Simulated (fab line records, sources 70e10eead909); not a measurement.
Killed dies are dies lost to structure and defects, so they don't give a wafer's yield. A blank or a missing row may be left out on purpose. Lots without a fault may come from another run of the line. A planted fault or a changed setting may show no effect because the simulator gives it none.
Chamber matching | flow nand_harc | NHARC_P_M1_DESCUM_14 on rie_diel-10: 4 sister chambers
The step chemistry O2, time 3 s. 4 wafers are shown with their chamber, then 8 later ones without.

WAFERS WITH THEIR CHAMBER
wafer  | chamber | showerhead_plenum_p_Torr (Torr)
L972.1 | 2       | 1.80
L973.1 | 0       | 2.01
L973.2 | 1       | 1.94
L975.2 | 3       | 2.05

WAFERS WITHOUT THEIR CHAMBER
wafer  | showerhead_plenum_p_Torr (Torr)
L975.3 | 2.01
L975.5 | 1.80
L978.1 | 2.05
L978.4 | 1.93
L978.5 | 1.93
L979.1 | 1.93
L979.4 | 1.80
L979.5 | 2.00

WHICH CHAMBER EACH WENT THROUGH
wafer  | from the rows above | in truth
L975.3 | 0                   | 0
L975.5 | 2                   | 2
L978.1 | 3                   | 3
L978.4 | 1                   | 1
L978.5 | 1                   | 1
L979.1 | 1                   | 1
L979.4 | 2                   | 2
L979.5 | 0                   | 0
Placed correctly: 8 of 8. Can't be placed from these rows: 0. Placed wrongly: 0.
How it was worked out, from the rows above alone: a wafer's distance from a chamber is the root of the sum, over the readings, of the square of ((its reading less the chamber's mean) divided by the reading's scatter). The wafer belongs to the nearest chamber; if the next one is less than 2 further off, it can't be placed. A chamber's mean is the mean of its shown wafers. The scatter: with one shown wafer a chamber, the root of the mean of the squares of how far each hidden wafer lies from its nearest shown one.
